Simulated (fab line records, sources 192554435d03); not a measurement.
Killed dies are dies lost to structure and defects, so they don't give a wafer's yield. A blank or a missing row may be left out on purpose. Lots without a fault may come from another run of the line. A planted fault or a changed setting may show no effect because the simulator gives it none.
Chamber matching | flow n5_finfet | N5_GATE_CUT_STRIP_42 on rie_diel-05: 4 sister chambers
The step strips in O2. 8 wafers are shown with their chamber, then 11 later ones without.

WAFERS WITH THEIR CHAMBER
wafer  | chamber | showerhead_plenum_p_Torr (Torr) | throttle_valve_pct (%)
L077.4 | 3       | 2.18                            | 16.77
L080.5 | 0       | 2.21                            | 16.60
L082.2 | 0       | 2.20                            | 16.61
L082.3 | 3       | 2.18                            | 16.79
L082.4 | 2       | 2.16                            | 16.65
L082.5 | 1       | 2.01                            | 17.07
L082.6 | 2       | 2.16                            | 16.64
L087.2 | 1       | 2.01                            | 17.07

WAFERS WITHOUT THEIR CHAMBER
wafer  | showerhead_plenum_p_Torr (Torr) | throttle_valve_pct (%)
L087.3 | 2.17                            | 16.81
L087.4 | 2.16                            | 16.67
L088.2 | 2.20                            | 16.62
L088.5 | 2.17                            | 16.81
L088.6 | 2.20                            | 16.64
L090.1 | 2.15                            | 16.68
L090.2 | 2.01                            | 17.09
L090.3 | 2.17                            | 16.81
L092.1 | 2.15                            | 16.69
L092.4 | 2.20                            | 16.64
L092.6 | 2.01                            | 17.08

WHICH CHAMBER EACH WENT THROUGH
wafer  | from the rows above | in truth
L087.3 | 3                   | 3
L087.4 | 2                   | 2
L088.2 | 0                   | 0
L088.5 | 3                   | 3
L088.6 | 0                   | 0
L090.1 | 2                   | 2
L090.2 | 1                   | 1
L090.3 | 3                   | 3
L092.1 | 2                   | 2
L092.4 | 0                   | 0
L092.6 | 1                   | 1
Placed correctly: 11 of 11. Can't be placed from these rows: 0. Placed wrongly: 0.
How it was worked out, from the rows above alone: a wafer's distance from a chamber is the root of the sum, over the readings, of the square of ((its reading less the chamber's mean) divided by the reading's scatter). The wafer belongs to the nearest chamber; if the next one is less than 2 further off, it can't be placed. A chamber's mean is the mean of its shown wafers. The scatter: the root of (the sum of the squares of (reading less its chamber's mean) over the shown wafers, divided by (wafers less chambers)).
